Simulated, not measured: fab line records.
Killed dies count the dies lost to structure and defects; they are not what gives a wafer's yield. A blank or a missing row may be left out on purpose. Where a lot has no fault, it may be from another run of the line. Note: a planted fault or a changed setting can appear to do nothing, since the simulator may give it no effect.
fab line records -- flow nand-harc
record: lots: 7, wafers: 21, last-day: 33
route steps=1302 shown A_CHANNEL_HOLE_D1@454 END@1302
lots untouched by any fault: they come from a run of this same line in which no faults occurred
start-h: start of the lot's first displayed wafer, in hours after the record's first day -- wait-h: hours from the lot's prior step to this one -- " identical to the entry in the row above -- L1.1+2: several wafers, shown together as one row -- - no value, or no start given -- * or withheld: withheld -- < > ~ a bound
route shown NAME@n: NAME is a module with steps in the file, n the number in the route of the first one -- usual: mean and standard deviation over wafers with no fault -- same: alike in all rows -- chamber/n: place in a boat -- sites: per-site readings -- _std_site: the standard deviation of these -- _edge_site: the outer-site mean with the inner-site mean subtracted -- radius-mm: for every site, how far away it sits from the centre of the wafer -- mask NAME#n: copy n -- behind: tool/chamber where the wafer was last shaped -- hold: why the lot went on hold/how many hours it stayed there/how the hold came to an end -- device: the n, p or np transistor that did not switch -- end of line: at the end of the route, the tests of the same wafers -- for a step that has no rows: nothing shown but its recipe -- killed: not the wafer's yield, but the dies lost to structure and defects at the first sort -- map: a wafer's dies, marking killed ones x, the rest . and places with no die _
set.NAME: the run value of the setting; set.NAME@STEP: its run value at that earlier step -- model.NAME: the simulator's own value behind a step, which no gauge read
a table for each step, a row for each wafer; lots at some steps of the route
services: when a tool's chamber went out of use (start-h, in hours from the record's first day, below 0 if earlier), for how many hours, and the reason
== steps ==
step: NHARC_A_CHANNEL_HOLE_D1_COAT_36
recipe: temp-c: 260, time-s: 75
step: NHARC_A_CHANNEL_HOLE_D1_COAT_37
recipe: temp-c: 225, time-s: 65
step: NHARC_A_CHANNEL_HOLE_D1_COAT_04
recipe: spin-rpm: 1500, resist-thk-nm: 90
step: NHARC_A_CHANNEL_HOLE_D1_SOFTBAKE_05
recipe: temp-c: 105, time-s: 55
step: NHARC_A_CHANNEL_HOLE_D1_EBR_06
step: NHARC_A_CHANNEL_HOLE_D1_EXPOSE_07
recipe: na: 1.35, target-cd-nm: 100, sigma-outer: 0.3, dose-mj: 59.65, mask-id: HOLE_D1
step: NHARC_A_CHANNEL_HOLE_D1_PEB_08
recipe: peb-temp-c: 100, peb-time-s: 65
step: NHARC_A_CHANNEL_HOLE_D1_DEVELOP_09
recipe: develop-time-s: 35, dev-temp-c: 23
step: NHARC_A_CHANNEL_HOLE_D1_CD_MEAS_10
recipe: target-cd-nm: 100, landing-energy-ev: 500
usual: cd-nm: 100.1/0.41
lot.wafer,tool,chamber,start-h,wait-h,cd-nm
L251.1,cd-sem-01,0,229.35,-,100.6
L251.3,cd-sem-01,0,229.35,-,99.8
L251.4,cd-sem-01,0,229.35,-,100.2
L257.1,cd-sem-02,0,276.28,-,99.8
L257.2,cd-sem-02,0,276.28,-,100.0
L257.3,cd-sem-02,0,276.28,-,100.0
L258.1,cd-sem-03,0,288.17,-,100.5
L258.3,cd-sem-03,0,288.17,-,100.3
L258.4,cd-sem-03,0,288.17,-,99.7
L260.1,cd-sem-01,0,309.30,-,100.1
L260.3,cd-sem-01,0,309.30,-,100.4
L260.4,cd-sem-01,0,309.30,-,99.8
L267.3,cd-sem-02,0,380.93,-,100.2
L267.4,cd-sem-02,0,380.93,-,100.1
L267.5,cd-sem-02,0,380.93,-,100.1
L269.1,cd-sem-01,0,401.30,-,100.2
L269.5,cd-sem-01,0,401.30,-,99.9
L269.6,cd-sem-01,0,401.30,-,99.7
L270.2,cd-sem-02,0,410.64,-,99.9
L270.4,cd-sem-02,0,410.64,-,99.8
L270.5,cd-sem-02,0,410.64,-,99.8
step: NHARC_A_CHANNEL_HOLE_D1_OVL_MEAS_11
usual: overlay-x-nm: -0.2/0.92, overlay-y-nm: 0.3/0.96
lot.wafer,tool,chamber,start-h,wait-h,overlay-x-nm,overlay-y-nm
L251.1,overlay-02,-,229.44,-,-0.4,-0.6
L251.3,overlay-02,-,229.44,-,-0.2,-0.4
L251.4,overlay-02,-,229.44,-,-0.7,-0.5
L257.1,overlay-01,-,276.37,-,1.4,0.6
L257.2,overlay-01,-,276.37,-,2.0,0.5
L257.3,overlay-01,-,276.37,-,1.6,0.6
L258.1,overlay-02,-,288.26,-,1.0,-0.7
L258.3,overlay-02,-,288.26,-,1.0,-1.2
L258.4,overlay-02,-,288.26,-,1.3,-0.6
L260.1,overlay-02,-,309.39,-,0.4,0.2
L260.3,overlay-02,-,309.39,-,0.2,-0.2
L260.4,overlay-02,-,309.39,-,-0.1,0.0
L267.3,overlay-01,-,381.01,-,0.7,0.0
L267.4,overlay-01,-,381.01,-,0.7,0.1
L267.5,overlay-01,-,381.01,-,1.0,0.2
L269.1,overlay-02,-,401.39,-,-1.4,1.2
L269.5,overlay-02,-,401.39,-,-1.5,1.2
L269.6,overlay-02,-,401.39,-,-1.2,1.6
L270.2,overlay-02,-,410.72,-,0.0,1.0
L270.4,overlay-02,-,410.72,-,-0.7,1.5
L270.5,overlay-02,-,410.72,-,0.0,0.9
step: NHARC_A_CHANNEL_HOLE_D1_INSPECT_12
usual: raw-defect-count: 5.7/3
lot.wafer,tool,chamber,start-h,wait-h,raw-defect-count
L251.1,defect-inspect-02,-,229.48,0.0,6
L251.3,defect-inspect-02,-,229.48,0.0,2
L251.4,defect-inspect-02,-,229.48,0.0,6
L257.1,defect-inspect-02,-,276.41,0.0,6
L257.2,defect-inspect-02,-,276.41,0.0,4
L257.3,defect-inspect-02,-,276.41,0.0,6
L258.1,defect-inspect-02,-,288.30,0.0,5
L258.3,defect-inspect-02,-,288.30,0.0,10
L258.4,defect-inspect-02,-,288.30,0.0,7
L260.1,defect-inspect-01,-,309.42,0.0,5
L260.3,defect-inspect-01,-,309.42,0.0,2
L260.4,defect-inspect-01,-,309.42,0.0,5
L267.3,defect-inspect-02,-,381.05,0.0,9
L267.4,defect-inspect-02,-,381.05,0.0,3
L267.5,defect-inspect-02,-,381.05,0.0,5
L269.1,defect-inspect-01,-,401.43,0.0,4
L269.5,defect-inspect-01,-,401.43,0.0,6
L269.6,defect-inspect-01,-,401.43,0.0,8
L270.2,defect-inspect-02,-,410.76,0.0,3
L270.4,defect-inspect-02,-,410.76,0.0,3
L270.5,defect-inspect-02,-,410.76,0.0,3
step: NHARC_A_CHANNEL_HOLE_D1_DESCUM_15
recipe: time-s: 3, o2-flow-sccm: 200, ar-flow-sccm: 0, bias-power-w: 0, chemistry: O2
usual: drypump-motor-current-A: 5.7/0.57, oes-product-au: 1.001/0.0084, rf-vpp-V: 57.8/0.94, showerhead-plenum-p-Torr: 1.92/0.093, throttle-valve-pct: 11.310/0.01
same: bias-power-w: 0
lot.wafer,tool,chamber,start-h,wait-h,drypump-motor-current-A,oes-product-au,rf-hours-counter-h,rf-vpp-V,showerhead-plenum-p-Torr,throttle-valve-pct
L251.1,rie-diel-13,2,229.54,0.1,6.0,1.002,20,58.9,2.05,11.311
L251.4,rie-diel-13,3,229.54,0.1,5.8,0.997,17,55.8,1.84,11.308
L251.3,rie-diel-13,0,229.54,0.1,6.4,1.001,21,59.3,1.92,11.321
L257.3,rie-diel-09,0,276.47,0.1,5.0,1.004,11,57.9,1.90,11.293
L257.1,rie-diel-09,1,276.47,0.1,6.5,1.006,11,57.5,1.79,11.327
L257.2,rie-diel-09,2,276.47,0.1,6.1,1.005,11,56.9,1.91,11.305
L258.3,rie-diel-09,0,288.36,0.1,5.0,1.012,11,57.5,1.90,11.305
L258.1,rie-diel-09,1,288.36,0.1,6.6,0.993,12,57.1,1.79,11.309
L258.4,rie-diel-09,0,288.36,0.1,5.0,1.007,-,57.2,1.90,11.322
L260.4,rie-diel-09,1,309.48,0.1,6.6,1.004,14,57.2,1.79,11.301
L260.3,rie-diel-09,2,309.48,0.1,6.1,0.995,14,56.9,1.91,11.321
L260.1,rie-diel-09,3,309.48,0.1,5.2,0.991,14,60.5,2.06,11.308
L267.4,rie-diel-13,1,381.11,0.1,5.2,1.010,12,58.3,1.97,11.307
L267.3,rie-diel-13,3,381.11,0.1,5.8,0.997,13,57.1,1.83,11.304
L267.5,rie-diel-13,1,381.11,0.1,5.2,0.993,-,58.0,1.97,11.299
L269.1,rie-diel-09,3,401.49,0.1,5.3,0.991,6,59.0,2.05,11.311
L269.5,rie-diel-09,3,401.49,0.1,5.3,0.985,-,58.8,2.05,11.310
L269.6,rie-diel-09,0,401.49,0.1,5.0,1.017,-,58.3,1.90,11.291
L270.4,rie-diel-09,2,410.83,0.1,6.1,1.003,8,58.6,1.90,11.324
L270.2,rie-diel-09,0,410.83,0.1,5.0,1.005,7,57.3,1.90,11.308
L270.5,rie-diel-09,1,410.83,0.1,6.6,0.992,-,57.2,1.79,11.322
step: NHARC_A_CHANNEL_HOLE_D1_ETCH_38
recipe: target-depth-a: 390, over-etch-frac: 0.3, time-s: 65, ion-energy-ev: 80, cf4-flow-sccm: 150, ar-flow-sccm: 0, rf-w: 300, bias-w: 100, chemistry: CF4
usual: drypump-motor-current-A: 5.8/0.57, oes-product-au: 1.000/0.0086, rf-fwd-power-W: 297.6/1.2, rf-vpp-V: 151.3/1.2, showerhead-plenum-p-Torr: 1.77/0.08, throttle-valve-pct: 13.284/0.0088
same: over-etch-frac: 0.3
lot.wafer,tool,chamber,start-h,wait-h,drypump-motor-current-A,oes-product-au,rf-fwd-power-W,rf-hours-counter-h,rf-vpp-V,showerhead-plenum-p-Torr,throttle-valve-pct
L251.1,rie-diel-13,2,229.62,0.1,6.0,1.007,298.2,20,154.2,1.89,13.267
L251.4,rie-diel-13,3,229.62,0.1,5.8,0.996,296.7,17,149.5,1.70,13.282
L251.3,rie-diel-13,1,229.62,0.1,5.3,1.001,298.6,23,152.0,1.83,13.281
L257.1,rie-diel-09,1,276.55,0.1,6.6,0.988,295.3,11,150.9,1.66,13.287
L257.3,rie-diel-09,2,276.55,0.1,6.1,0.993,298.4,11,152.1,1.76,13.274
L257.2,rie-diel-09,0,276.55,0.1,5.0,0.862,298.2,11,152.1,1.76,13.284
L258.1,rie-diel-09,0,288.46,0.1,5.0,0.860,298.4,11,151.6,1.76,13.285
L258.3,rie-diel-09,1,288.46,0.1,6.6,0.994,297.3,12,149.5,1.66,13.292
L258.4,rie-diel-09,0,288.46,0.1,5.0,0.861,298.9,-,151.3,1.76,13.272
L260.1,rie-diel-09,1,309.57,0.1,6.6,1.009,294.9,14,150.1,1.66,13.285
L260.4,rie-diel-09,2,309.57,0.1,6.1,0.989,297.2,14,152.2,1.76,13.280
L260.3,rie-diel-09,0,309.57,0.1,5.0,0.865,297.8,14,151.6,1.76,13.296
L267.3,rie-diel-13,1,381.19,0.1,5.2,0.996,298.2,12,152.4,1.82,13.290
L267.4,rie-diel-13,0,381.19,0.1,6.4,0.999,298.1,12,152.5,1.76,13.288
L267.5,rie-diel-13,1,381.19,0.1,5.2,1.002,298.7,-,152.7,1.82,13.290
L269.1,rie-diel-09,0,401.59,0.1,5.0,1.005,298.1,6,152.3,1.76,13.286
L269.5,rie-diel-09,1,401.59,0.1,6.6,0.997,294.0,-,151.5,1.66,13.276
L269.6,rie-diel-09,2,401.59,0.1,6.1,1.009,294.6,-,151.4,1.76,13.283
L270.2,rie-diel-09,2,410.90,0.1,6.1,1.007,297.7,8,150.5,1.76,13.305
L270.4,rie-diel-09,0,410.90,0.1,5.0,1.014,297.9,7,150.9,1.76,13.275
L270.5,rie-diel-09,3,410.90,0.1,5.2,0.996,298.3,-,153.5,1.89,13.285
step: NHARC_A_CHANNEL_HOLE_D1_ETCH_39
recipe: target-depth-a: 2600, over-etch-frac: 0.3, time-s: 325, ion-energy-ev: 200, n2-flow-sccm: 150, h2-flow-sccm: 150, ar-flow-sccm: 0, rf-w: 400, bias-w: 150, chemistry: N2/H2
usual: drypump-motor-current-A: 5.8/0.56, h2-flow-sccm: 150.0/0.44, oes-product-au: 0.999/0.0081, rf-fwd-power-W: 399.3/1.1, rf-vpp-V: 430.8/2.9, showerhead-plenum-p-Torr: 2.05/0.1, throttle-valve-pct: 14.173/0.0091
same: over-etch-frac: 0.3
lot.wafer,tool,chamber,start-h,wait-h,drypump-motor-current-A,h2-flow-sccm,oes-product-au,rf-fwd-power-W,rf-hours-counter-h,rf-vpp-V,showerhead-plenum-p-Torr,throttle-valve-pct
L251.3,rie-diel-13,2,-,-,6.0,150.8,1.018,399.1,20,434.3,2.19,14.171
L251.1,rie-diel-13,3,-,-,5.8,149.6,1.003,398.8,17,428.7,1.96,14.175
L251.4,rie-diel-13,0,-,-,6.4,149.7,1.007,400.4,21,430.4,2.04,14.165
L257.2,rie-diel-09,3,-,-,5.2,150.1,0.994,399.6,11,434.2,2.20,14.166
L257.3,rie-diel-09,1,-,-,6.6,150.5,1.000,397.5,11,426.1,1.90,14.163
L257.1,rie-diel-09,2,-,-,6.1,150.2,0.986,400.6,12,431.1,2.03,14.178
L258.3,rie-diel-09,3,-,-,5.2,150.1,0.994,398.5,12,435.7,2.20,14.157
L258.4,rie-diel-09,0,-,-,5.0,150.4,1.012,401.0,11,430.2,2.03,14.173
L258.1,rie-diel-09,2,-,-,6.1,150.7,0.994,399.9,12,429.0,2.03,14.166
L260.3,rie-diel-09,1,-,-,6.6,149.2,0.999,397.9,14,427.4,1.90,14.184
L260.1,rie-diel-09,3,-,-,5.2,149.6,0.994,399.5,14,434.8,2.20,14.175
L260.4,rie-diel-09,0,-,-,5.0,149.7,1.014,399.8,14,430.0,2.03,14.169
L267.4,rie-diel-13,3,-,-,5.9,150.0,0.995,398.9,14,427.0,1.94,14.155
L267.3,rie-diel-13,0,-,-,6.4,150.0,0.991,400.1,12,429.6,2.03,14.172
L267.5,rie-diel-13,2,-,-,6.0,150.2,0.994,400.4,-,434.2,2.17,14.161
L269.1,rie-diel-09,3,-,-,5.3,149.4,0.994,399.7,6,435.4,2.19,14.189
L269.5,rie-diel-09,2,-,-,6.1,148.8,1.011,399.1,-,430.4,2.03,14.172
L269.6,rie-diel-09,3,-,-,5.2,149.8,0.989,400.2,-,435.2,2.19,14.175
L270.2,rie-diel-09,2,-,-,6.1,149.9,1.001,397.8,8,430.2,2.03,14.182
L270.4,rie-diel-09,1,-,-,6.6,149.9,1.001,400.5,7,427.4,1.90,14.172
L270.5,rie-diel-09,2,-,-,6.1,149.6,1.011,397.8,-,430.1,2.03,14.163
step: NHARC_END_SORT_01
recipe: temp-c: 25
usual: killed-at-array: 61/22, killed-at-other: 0.8/1, killed-at-periphery: 3.8/2.3, killed-dies: 66/22, killed-open: 3.2/1.9, killed-short: 2.8/1.8
same: gross-dies: 677
lot.wafer,tool,chamber,start-h,wait-h,killed-at-array,killed-at-other,killed-at-periphery,killed-dies,killed-open,killed-short
L251.1,prober-02,0,608.48,2.5,76,0,10,86,2,5
L251.3,prober-02,0,610.08,3.1,80,2,8,90,3,4
L251.4,prober-02,0,610.88,3.4,82,0,3,85,3,1
L257.1,prober-01,0,652.13,2.5,50,4,5,59,4,2
L257.2,prober-01,0,652.93,2.8,55,4,1,60,4,1
L257.3,prober-01,0,653.74,3.1,45,2,1,48,2,5
L258.1,prober-01,0,670.16,2.5,73,0,4,77,2,1
L258.3,prober-01,0,671.74,3.1,76,0,6,82,3,3
L258.4,prober-01,0,672.53,3.4,60,2,5,67,3,1
L260.1,prober-02,0,696.44,2.5,86,2,3,91,7,4
L260.3,prober-02,0,697.99,3.1,66,1,4,71,4,2
L260.4,prober-02,0,698.76,3.3,88,1,5,94,4,3
L269.1,prober-02,0,798.73,2.5,64,1,2,67,3,1
L269.5,prober-02,0,801.91,3.7,40,0,3,43,1,2
L269.6,prober-02,0,802.70,4.0,53,0,1,54,1,1
killed by level:class
L251.1 A_CHANNEL_HOLE_D1:chamber-film-flake=29 A_SLIT:chamber-film-flake=27 A_CHANNEL_HOLE_D2:chamber-film-flake=7 P_GATE:chamber-film-flake=3 A_SGD_CUT:chamber-film-flake=3 P_ZERO_WELL:chamber-film-flake=2 P_STI:chamber-film-flake=2 P_M1:chamber-film-flake=2
L251.3 A_SLIT:chamber-film-flake=30 A_CHANNEL_HOLE_D1:chamber-film-flake=28 A_CHANNEL_HOLE_D2:chamber-film-flake=9 P_M1:chamber-film-flake=5 A_SGD_CUT:chamber-film-flake=4 A_CONTACT:chamber-film-flake=3 A_SGD_CUT:geometric-particle:short=2 P_ZERO_WELL:chamber-film-flake=2
L251.4 A_CHANNEL_HOLE_D1:chamber-film-flake=37 A_SLIT:chamber-film-flake=20 A_CHANNEL_HOLE_D2:chamber-film-flake=12 A_STAIRCASE:chamber-film-flake=3 A_SGD_CUT:chamber-film-flake=3 P_M2:chamber-film-flake=2 A_ONON_D1:geometric-particle:open=1 A_ONON_D2:geometric-particle:open=1
L257.1 A_CHANNEL_HOLE_D1:chamber-film-flake=34 A_STAIRCASE:chamber-film-flake=7 THIN_TSV:chamber-film-flake=4 A_CHANNEL_HOLE_D2:unspecified=3 A_CHANNEL_FILL_D1:geometric-particle:open=2 P_STI:chamber-film-flake=2 P_GATE:chamber-film-flake=2 P_GATE:geometric-particle:open=1
L257.2 A_CHANNEL_HOLE_D1:chamber-film-flake=37 A_STAIRCASE:chamber-film-flake=4 THIN_TSV:chamber-film-flake=4 A_CHANNEL_HOLE_D2:unspecified=3 A_SLIT:chamber-film-flake=2 A_CHANNEL_HOLE_D1:geometric-particle:open=1 A_ONON_D2:geometric-particle:short=1 A_ONON_D2:geometric-particle:open=1
L257.3 A_CHANNEL_HOLE_D1:chamber-film-flake=31 A_STAIRCASE:chamber-film-flake=4 A_WL_FILL:geometric-particle:short=2 THIN_TSV:chamber-film-flake=2 P_CONTACT:geometric-particle:short=1 A_ONON_D2:geometric-particle:short=1 A_CHANNEL_HOLE_D2:geometric-particle:open=1 A_CHANNEL_FILL_D2:geometric-particle:short=1
L258.1 A_CHANNEL_HOLE_D1:chamber-film-flake=44 A_SLIT:chamber-film-flake=17 A_CHANNEL_HOLE_D2:chamber-film-flake=7 P_M0:geometric-particle:open=1 P_M1:geometric-particle:open=1 A_WL_FILL:geometric-particle:short=1 P_ZERO_WELL:chamber-film-flake=1 P_CONTACT:chamber-film-flake=1
L258.3 A_CHANNEL_HOLE_D1:chamber-film-flake=28 A_SLIT:chamber-film-flake=27 A_CHANNEL_HOLE_D2:chamber-film-flake=14 P_CONTACT:chamber-film-flake=3 P_M0:geometric-particle:short=2 A_ZERO_WELL:chamber-film-flake=2 P_M0:geometric-particle:open=1 A_CHANNEL_HOLE_D1:geometric-particle:open=1
L258.4 A_CHANNEL_HOLE_D1:chamber-film-flake=29 A_CHANNEL_HOLE_D2:chamber-film-flake=12 A_SLIT:chamber-film-flake=12 P_CONTACT:chamber-film-flake=3 A_CONTACT:chamber-film-flake=2 P_CONTACT:geometric-particle:short=1 P_M0:geometric-particle:open=1 A_CHANNEL_FILL_D2:geometric-particle:open=1
L260.1 A_SLIT:chamber-film-flake=35 A_CHANNEL_HOLE_D1:chamber-film-flake=32 A_CONTACT:chamber-film-flake=6 A_STAIRCASE:chamber-film-flake=2 A_M0:chamber-film-flake=2 P_CONTACT:geometric-particle:open=1 P_M1:geometric-particle:open=1 A_SOURCE_PLATE:geometric-particle:short=1
L260.3 A_CHANNEL_HOLE_D1:chamber-film-flake=30 A_SLIT:chamber-film-flake=21 A_WL_FILL:chamber-film-flake=3 A_CONTACT:chamber-film-flake=3 P_GATE:chamber-film-flake=2 A_STAIRCASE:chamber-film-flake=2 P_GATE:geometric-particle:open=1 P_CONTACT:geometric-particle:open=1
L260.4 A_SLIT:chamber-film-flake=38 A_CHANNEL_HOLE_D1:chamber-film-flake=35 A_CONTACT:chamber-film-flake=4 A_WL_FILL:chamber-film-flake=3 P_GATE:geometric-particle:open=1 P_CONTACT:geometric-particle:short=1 A_ONON_D1:geometric-particle:short=1 A_CHANNEL_HOLE_D1:geometric-particle:short=1
L269.1 A_SLIT:chamber-film-flake=32 A_CHANNEL_HOLE_D1:chamber-film-flake=16 A_SGD_CUT:chamber-film-flake=5 A_CONTACT:chamber-film-flake=5 A_CHANNEL_HOLE_D2:chamber-film-flake=3 A_CHANNEL_FILL_D1:geometric-particle:open=2 P_M0:geometric-particle:open=1 A_ONON_D1:geometric-particle:short=1
L269.5 A_SLIT:chamber-film-flake=19 A_CHANNEL_HOLE_D1:chamber-film-flake=8 A_CONTACT:chamber-film-flake=5 A_SGD_CUT:chamber-film-flake=4 P_STI:chamber-film-flake=2 A_CHANNEL_FILL_D2:chamber-film-flake=2 P_CONTACT:geometric-particle:open=1 A_ONON_D1:geometric-particle:short=1
L269.6 A_SLIT:chamber-film-flake=27 A_CHANNEL_HOLE_D1:chamber-film-flake=12 A_CONTACT:chamber-film-flake=5 A_SGD_CUT:chamber-film-flake=3 A_SGD_CUT:geometric-particle:short=1 A_CONTACT:geometric-particle:open=1 P_STI:chamber-film-flake=1 A_DECK1_JOINT:chamber-film-flake=1
== services ==
tool,chamber,start-h,hours,kind
rie-diel-09,0,225.61,-,clean
rie-diel-09,1,225.61,-,clean
rie-diel-09,2,225.61,-,clean
rie-diel-09,3,225.61,-,clean
rie-diel-13,0,249.69,2.7,repair
rie-diel-09,0,250.11,-,clean
rie-diel-09,1,250.11,-,clean
rie-diel-09,2,250.11,-,clean
rie-diel-09,3,250.11,-,clean
rie-diel-13,0,258.78,4.7,repair
rie-diel-13,3,262.69,16.8,repair
rie-diel-09,0,274.61,-,clean
rie-diel-09,1,274.61,-,clean
rie-diel-09,2,274.61,-,clean
rie-diel-09,3,274.61,-,clean
rie-diel-13,1,283.02,23.5,repair
rie-diel-09,2,286.83,1.6,repair
rie-diel-09,0,299.17,-,clean
rie-diel-09,1,299.17,-,clean
rie-diel-09,2,299.17,-,clean
rie-diel-09,3,299.17,-,clean
rie-diel-09,-,320.10,9.0,pm
rie-diel-09,0,320.10,9.0,vent-cycle
rie-diel-13,-,344.48,9.0,pm
== key ==
first-sign: step: NHARC_A_CHANNEL_HOLE_D1_ETCH_38, reading: oes-product-au, direction: down, sigmas: 16, usual: 1.000, struck: 0.862
effect none on later readings
met-at NHARC_A_CHANNEL_HOLE_D1_ETCH_38
struck-wafers L257.2,L258.1,L258.4,L260.3
tester-left-out L257,L258,L260
fault: kind: process-parameter-drift, tool: rie-diel-09, chamber: 0, onset-h: 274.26, steps: NHARC_A_CHANNEL_HOLE_D1_ETCH_38, channel: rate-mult, offset: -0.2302, shape: step, end-h: 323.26
tester-left-out: of these lots the tester's yield and bins aren't shown, on N5 and GAA mostly nor the transistor test; their killed dies are dies lost to structure and defects alone, not to doping, threshold or leakage, so they don't give the yield
